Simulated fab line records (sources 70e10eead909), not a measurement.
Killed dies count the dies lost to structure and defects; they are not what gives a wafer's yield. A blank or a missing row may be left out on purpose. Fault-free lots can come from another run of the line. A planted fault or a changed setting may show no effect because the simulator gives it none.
Shared-tool check | flow nand_harc | Sample size 13 lots and 39 wafers

## THE REASON FOR OPENING IT
Flagged at NHARC_A_ONON_D2_THK_MEAS_18: reading thk_nm, on 3 of 13 lots. Wafers without a fault read 998 nm, standard deviation 9.2.
Rule: a lot gets a flag if all its wafers with a number sit over 4 standard deviations from that mean, or if no wafer of it has a number. The other lots count as sound.

lot  | measured     | on            | thk_nm (nm), wafer by wafer | flag
L282 | day 13 02:27 | film_metro-02 | 1002 1002 1001              |
L283 | day 13 02:28 | film_metro-01 | 998 997 998                 |
L285 | day 14 03:29 | film_metro-01 | 979 977 977                 |
L284 | day 14 03:49 | film_metro-01 | 993 991 993                 |
L287 | day 14 23:48 | film_metro-01 | 1013 1012 1011              |
L288 | day 14 23:50 | film_metro-02 | 1001 1003 1003              |
L289 | day 15 14:55 | film_metro-01 | 997 998 998                 |
L290 | day 16 04:00 | film_metro-01 | 1012 1012 1011              |
L298 | day 19 09:06 | film_metro-01 | 1532 1530 1530              | FLAGGED
L300 | day 20 09:19 | film_metro-01 | 986 987 987                 |
L301 | day 20 15:09 | film_metro-02 | 1551 1551 1550              | FLAGGED
L303 | day 21 03:47 | film_metro-01 | 1004 1004 1006              |
L302 | day 21 03:47 | film_metro-02 | 1534 1534 1534              | FLAGGED
The numbers of the flagged lots are 1538 nm on average: +540 nm against the usual, or +59 standard deviations.

## LOT BY LOT: THE TOOL USED
The record holds 2 process steps before the reading, out of a route of 1302 steps. Every cell lists first the tool, next ch and the chambers used by the sampled wafers, and last the start.
lot  | flag    | NHARC_A_DECK1_JOINT_ETCHBACK_07  | NHARC_A_ONON_D2_DEP_16
L282 |         | rie_si-06 ch 0,3, day 10 21:43   | pecvd_onon-02 ch 0, day 13 02:00
L283 |         | rie_si-06 ch 0,2,3, day 11 07:18 | pecvd_onon-03 ch 0, day 13 01:57
L285 |         | rie_si-06 ch 0,1,3, day 12 00:52 | pecvd_onon-02 ch 0, day 14 02:58
L284 |         | rie_si-04 ch 0,1,2, day 12 00:52 | pecvd_onon-03 ch 0, day 14 03:19
L287 |         | rie_si-01 ch 0,1,3, day 12 22:37 | pecvd_onon-01 ch 0, day 14 23:18
L288 |         | rie_si-04 ch 0,2,3, day 12 22:37 | pecvd_onon-02 ch 0, day 14 23:26
L289 |         | rie_si-01 ch 1,3, day 13 14:28   | pecvd_onon-02 ch 0, day 15 14:28
L290 |         | rie_si-01 ch 2,3, day 14 04:26   | pecvd_onon-01 ch 0, day 16 03:33
L298 | FLAGGED | rie_si-04 ch 2,3, day 17 13:49   | pecvd_onon-02 ch 0, day 19 08:35
L300 |         | rie_si-04 ch 2,3, day 18 11:14   | pecvd_onon-01 ch 0, day 20 08:48
L301 | FLAGGED | rie_si-04 ch 2,3, day 18 18:41   | pecvd_onon-02 ch 0, day 20 14:38
L303 |         | rie_si-06 ch 0,1, day 19 10:56   | pecvd_onon-01 ch 0, day 21 03:23
L302 | FLAGGED | rie_si-01 ch 0,1, day 19 07:19   | pecvd_onon-02 ch 0, day 21 03:19
What these steps do:
- NHARC_A_DECK1_JOINT_ETCHBACK_07: etches the open film in HBr, target depth 105 nm, time 26.9 s.
- NHARC_A_ONON_D2_DEP_16: target thk 1000 nm.
- NHARC_A_ONON_D2_THK_MEAS_18: measures by ellipsometry.

## FLAGGED OVER TOTAL, TOOL BY TOOL (the gauges that took the reading come last)
step                            | tool          | lots run | flagged | share of the flagged lots | sound lots run after its first flagged lot
NHARC_A_DECK1_JOINT_ETCHBACK_07 | rie_si-01     | 4        | 1       | some                      | 0
NHARC_A_DECK1_JOINT_ETCHBACK_07 | rie_si-04     | 5        | 2       | some                      | 1 (L300)
NHARC_A_DECK1_JOINT_ETCHBACK_07 | rie_si-06     | 4        | 0       | none                      | -
NHARC_A_ONON_D2_DEP_16          | pecvd_onon-01 | 4        | 0       | none                      | -
NHARC_A_ONON_D2_DEP_16          | pecvd_onon-02 | 7        | 3       | all                       | 0
NHARC_A_ONON_D2_DEP_16          | pecvd_onon-03 | 2        | 0       | none                      | -
NHARC_A_ONON_D2_THK_MEAS_18     | film_metro-01 | 9        | 1       | some                      | 2 (L300,L303)
NHARC_A_ONON_D2_THK_MEAS_18     | film_metro-02 | 4        | 2       | some                      | 0

## THE TABLE: WHAT IT ALLOWS
1 row of the table ran every flagged lot: pecvd_onon-02 at NHARC_A_ONON_D2_DEP_16.
- pecvd_onon-02 at NHARC_A_ONON_D2_DEP_16 ran 7 lots, 3 of them flagged. It ran its last sound lot, L289, at day 15 14:28 and its first flagged lot, L298, at day 19 08:35: a fault with its onset between the two fits.
What remains is a single tool, pecvd_onon-02 at NHARC_A_ONON_D2_DEP_16.

## WHAT THE SIMULATOR PUT IN
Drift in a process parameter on pecvd_onon-02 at NHARC_A_ONON_D2_DEP_16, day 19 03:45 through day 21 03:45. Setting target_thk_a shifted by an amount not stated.
Lots struck among those shown: L298, L301, L302. This agrees with what the rule above found.
